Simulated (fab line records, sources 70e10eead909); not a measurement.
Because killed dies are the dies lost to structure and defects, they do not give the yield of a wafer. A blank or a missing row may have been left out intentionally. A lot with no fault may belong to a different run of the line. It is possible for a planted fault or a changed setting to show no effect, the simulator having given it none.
A lot that was struck, set against a sound lot | flow nand-harc | 15 steps out of a route of 1159
Sound: wafers L527.3, L527.5, L527.6. Struck: wafer L531.5 (L531.3, L531.6, from the same lot, were not struck and are left out); the cause is given at the end.
Each step with rows lists, per side, the tool, then ch with its chambers, then its first start. Under that, the readings that differ: sound wafers | struck wafers | difference of the means | sigmas: that difference in standard deviations of wafers without a fault.
alike: readings whose means differ by less than 2 such deviations, and words and numbers that are the same on both sides. not compared: withheld readings, readings that some wafer has no value for, bounds like >300 that may hide the same value, and numbers for which the record gives no deviation and whose values overlap.
Wherever a step has rows on one side only, a row that says differs or no value, or a row with sigmas, the two part there. Numbers that have no deviation but don't overlap get no sigmas and don't part them. A reading missing from all wafers of one side parts the sides only when that side holds two or more wafers.

first, 7 steps without rows for these wafers: NHARC_A_SGD_CUT_COAT_57 (time 65 s); NHARC_A_SGD_CUT_COAT_03 (resist thk 90 nm); NHARC_A_SGD_CUT_SOFTBAKE_04 (time 55 s); NHARC_A_SGD_CUT_EBR_05; NHARC_A_SGD_CUT_EXPOSE_06 (exposes mask SGD); NHARC_A_SGD_CUT_PEB_07 (peb time 65 s); NHARC_A_SGD_CUT_DEVELOP_08 (develop time 35 s).
NHARC_A_SGD_CUT_CD_MEAS_09: target cd 100 nm.
  sound on cd-sem-01 ch 0, day 14 02:11; struck on cd-sem-02 ch 0, day 16 09:11
  alike: cd-nm
NHARC_A_SGD_CUT_OVL_MEAS_10:
  struck on overlay-01, day 16 09:16; sound on overlay-02, day 14 02:16
  alike: overlay-x-nm, overlay-y-nm
NHARC_A_SGD_CUT_INSPECT_11:
  struck on defect-inspect-02, day 16 09:19; sound on defect-inspect-01, day 14 02:19
  alike: raw-defect-count
NHARC_A_SGD_CUT_DESCUM_14: chemistry O2, time 3 s.
  sound on rie-diel-02 ch 2,3, day 14 02:23; struck on rie-diel-07 ch 1, day 16 09:23
  reading                         | sound             | struck | difference | sigmas
  oes-product-au (a.u.)           | 0.997 0.999 1.001 | 1.025  | +0.026     | +2
  showerhead-plenum-p-Torr (Torr) | 1.97 1.94 1.97    | 1.78   | -0.18      | -3
  alike: drypump-motor-current-A, o2-flow-sccm, rf-vpp-V, throttle-valve-pct
  not compared: rf-hours-counter-h
NHARC_A_SGD_CUT_ETCH_58: etches the open film in CF4, target depth 39 nm, time 65 s.
  sound on rie-diel-02 ch 0,2,3, day 14 02:28; struck on rie-diel-07 ch 1, day 16 09:29
  reading                         | sound             | struck | difference | sigmas
  rf-vpp-V (V)                    | 152.5 152.8 151.7 | 150.0  | -2.3       | -2
  showerhead-plenum-p-Torr (Torr) | 1.87 1.79 1.82    | 1.65   | -0.18      | -3
  alike: drypump-motor-current-A, oes-product-au, throttle-valve-pct
  not compared: rf-hours-counter-h
NHARC_A_SGD_CUT_ETCH_59: etches the open film in N2/H2, target depth 260 nm, time 406.25 s.
  sound on rie-diel-02 ch 1,2, day 14 02:32; struck on rie-diel-07 ch 2, day 16 09:39
  reading               | sound             | struck | difference | sigmas
  oes-product-au (a.u.) | 1.002 0.999 1.010 | 0.851  | -0.153     | -14
  alike: drypump-motor-current-A, rf-vpp-V, showerhead-plenum-p-Torr, throttle-valve-pct
  not compared: rf-hours-counter-h
NHARC_A_SGD_CUT_ETCH_15: etches the open film in CH3F/O2, target depth 75 nm, time 64.3 s.
  sound on rie-diel-02 ch 0,1,3; struck on rie-diel-07 ch 0
  alike: ch3f-flow-sccm, drypump-motor-current-A, o2-flow-sccm, oes-product-au, rf-vpp-V, showerhead-plenum-p-Torr, throttle-valve-pct
  not compared: rf-hours-counter-h
-- break in the record here, with 6 days between the starts of the struck wafers on either side (left off in module A_SGD_CUT, picked up again in module END, where the first step shown is number 1159 on the route) --
NHARC_END_SORT_01:
  sound on prober-02 ch 0, day 19 09:20; struck on prober-02 ch 0, day 22 09:05
  reading         | sound    | struck | difference | sigmas
  killed-at-array | 17 28 25 | 659    | +636       | +70
  killed-dies     | 20 32 35 | 663    | +634       | +70
  killed-open     | 1 4 3    | 7      | +4         | +2
  alike: killed-at-other, killed-at-periphery, killed-short

== WHERE THEY PART ==
At NHARC_A_SGD_CUT_DESCUM_14 first; at NHARC_END_SORT_01 last (within this record only).

WHY: whatever the simulator had introduced
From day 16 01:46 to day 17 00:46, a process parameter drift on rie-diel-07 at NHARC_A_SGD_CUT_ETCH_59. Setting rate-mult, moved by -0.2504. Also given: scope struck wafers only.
